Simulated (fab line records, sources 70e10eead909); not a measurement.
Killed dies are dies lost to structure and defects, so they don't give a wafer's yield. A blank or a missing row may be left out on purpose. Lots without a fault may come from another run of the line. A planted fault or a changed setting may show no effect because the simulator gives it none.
Chamber matching | flow nand_harc | NHARC_A_SGD_CUT_ETCHBACK_24 on rie_diel-06: 4 sister chambers
The step etches the open film in CH3F/O2, target depth 50 nm, time 92.857 s. 8 wafers are shown with their chamber, then 8 later ones without.

WAFERS WITH THEIR CHAMBER
wafer  | chamber | showerhead_plenum_p_Torr (Torr) | rf_vpp_V (V)
L075.3 | 2       | 2.43                            | 242.9
L077.1 | 0       | 2.52                            | 244.8
L079.3 | 1       | 2.53                            | 245.8
L079.6 | 3       | 2.32                            | 243.6
L084.3 | 2       | 2.43                            | 243.0
L084.4 | 0       | 2.52                            | 245.8
L084.5 | 1       | 2.53                            | 245.3
L083.4 | 3       | 2.31                            | 243.4

WAFERS WITHOUT THEIR CHAMBER
wafer  | showerhead_plenum_p_Torr (Torr) | rf_vpp_V (V)
L083.5 | 2.31                            | 242.3
L083.6 | 2.43                            | 245.4
L089.1 | 2.31                            | 242.0
L089.3 | 2.43                            | 244.3
L089.4 | 2.53                            | 244.5
L094.1 | 2.31                            | 241.6
L094.2 | 2.52                            | 245.0
L094.3 | 2.52                            | 245.1

WHICH CHAMBER EACH WENT THROUGH
wafer  | from the rows above     | in truth
L083.5 | 3                       | 3
L083.6 | 2                       | 2
L089.1 | 3                       | 3
L089.3 | 2                       | 2
L089.4 | can't be placed: 1 or 0 | 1
L094.1 | 3                       | 3
L094.2 | 0                       | 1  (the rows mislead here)
L094.3 | 0                       | 0
Placed correctly: 6 of 8. Can't be placed from these rows: 1 (the true chamber is among the candidates in 1). Placed wrongly: 1.
How it was worked out, from the rows above alone: a wafer's distance from a chamber is the root of the sum, over the readings, of the square of ((its reading less the chamber's mean) divided by the reading's scatter). The wafer belongs to the nearest chamber; if the next one is less than 2 further off, it can't be placed. A chamber's mean is the mean of its shown wafers. The scatter: the root of (the sum of the squares of (reading less its chamber's mean) over the shown wafers, divided by (wafers less chambers)).
